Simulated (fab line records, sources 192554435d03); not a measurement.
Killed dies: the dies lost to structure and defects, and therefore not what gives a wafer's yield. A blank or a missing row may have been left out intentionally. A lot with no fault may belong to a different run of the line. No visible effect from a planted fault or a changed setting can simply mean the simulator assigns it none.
Problem report in the 8D (eight disciplines) form, filled by code || flow n5Finfet || the parts of the form that need people (team, actions taken, sign-off) are left out

== 1. WHAT IS WRONG ==
Wafers without a fault read 13, standard deviation 5.2; killed_at_M4_up at N5_PASSIVATION_PROBE_49 reads a mean of 126 on 6 wafers belonging to 2 lots. That is +22 standard deviations from the usual mean.
Earliest sighting: wafer L526.1 on prober-02 at day 17 16:28. At this step, 8 wafers from 3 lots have a number in the record. Rule for "out" (also "out of limits"): further than 4 standard deviations from the usual mean. All remaining wafers that have a number are taken as sound.

== 2. WHAT THIS IS AND IS NOT ==
{"question": "which readings at this step", "is": "killed_at_M4_up", "is not": "killed_at_M0_to_M3, killedAtContacts, killedAtFrontEnd, killedAtOther, killedShort, sort_bin_4_leakage, sort_bin_8_speed"}
{"question": "which lots", "is": "L526, L527", "is not": "L519"}
{"question": "which wafers of those lots", "is": "all that have a number", "is not": "-"}
{"question": "read on which tools", "is": "prober-02", "is not": "-"}
{"question": "when", "is": "from day 17 16:28", "is not": "up to then (2 sound wafers)"}

== 3. WHAT RULES OUT EACH SUSPECT ==
Counting: a tool at any process step up to the reading remains a suspect when it ran all the lots that are out and ran no sound lot after the first of those.
- rieDiel-05 at N5_BEOL_M14_STRIP_37 (strips in O2): kept. It ran every lot that is out, first L526 (day 16 17:51), and no sound lot after that.
- rieDiel-01 at N5_PASSIVATION_STRIP_14 (strips in O2): kept. It ran every lot that is out, first L526 (day 17 10:04), and no sound lot after that.
- prober-02 at N5_PASSIVATION_PROBE_49: kept. It processed each lot that is out, first L526 at day 17 16:28, and no sound lot thereafter; up to then, the last sound lot it processed was L519 at day 15 13:46. Its own killed_at_M4_up readings are out on those wafers.
The count leaves rieDiel-05 at N5_BEOL_M14_STRIP_37, rieDiel-01 at N5_PASSIVATION_STRIP_14, and prober-02 at N5_PASSIVATION_PROBE_49.

== 4. THE CAUSE (what the simulator had put in) ==
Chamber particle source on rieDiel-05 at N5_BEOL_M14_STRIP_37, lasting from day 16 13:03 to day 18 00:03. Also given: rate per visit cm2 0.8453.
Counting leaves 3 suspects; this tool is one of them.

== 5. THE EFFECT CHAIN, in route order ==
One row per reading whose mean, taken over the struck wafers that have a number, lies over 3 standard deviations from the usual. Only readings whose record carries a usual standard deviation are examined. hours: median over the lots of the time between each lot's start at the first step of this table that gives one and its start at this step. sigmas: the change, counted in usual standard deviations.
{"hours": 0, "step": "N5_PASSIVATION_PROBE_49", "reading": "defectLimitedYield", "usual": "91.2 %", "on struck wafers": 82.3, "change": -8.9, "sigmas": -5.6}
{"hours": 0, "step": "N5_PASSIVATION_PROBE_49", "reading": "killed_at_M4_up", "usual": 13, "on struck wafers": 126, "change": "+113", "sigmas": "+22"}
{"hours": 0, "step": "N5_PASSIVATION_PROBE_49", "reading": "killedDies", "usual": 104, "on struck wafers": 209, "change": "+105", "sigmas": "+5.5"}
{"hours": 0, "step": "N5_PASSIVATION_PROBE_49", "reading": "sort_bin_5_function", "usual": "5.3 %", "on struck wafers": 11.1, "change": "+5.8", "sigmas": "+5.3"}
{"hours": 0, "step": "N5_PASSIVATION_PROBE_49", "reading": "sortNPass", "usual": 1076, "on struck wafers": 971, "change": -105, "sigmas": -5.5}
{"hours": 0, "step": "N5_PASSIVATION_PROBE_49", "reading": "sortYieldPct", "usual": "91.2 %", "on struck wafers": 82.3, "change": -8.9, "sigmas": -5.6}
The process steps in it:
- N5_PASSIVATION_PROBE_49

== 6. HOW IT WOULD HAVE BEEN CAUGHT EARLIER ==
27 hours passed between the start of the fault at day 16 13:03 and the first reading out of limits in this record, taken at day 17 16:28.
Of the tool readings at N5_BEOL_M14_STRIP_37 for which the record gives a usual standard deviation, none was out on any struck wafer, so an alarm limit of 4 standard deviations on them would not have fired.
Lots out: 2; all had begun N5_BEOL_M14_STRIP_37 on rieDiel-05 by day 17 16:28. None of them would have been spared by holding the tool at that moment.
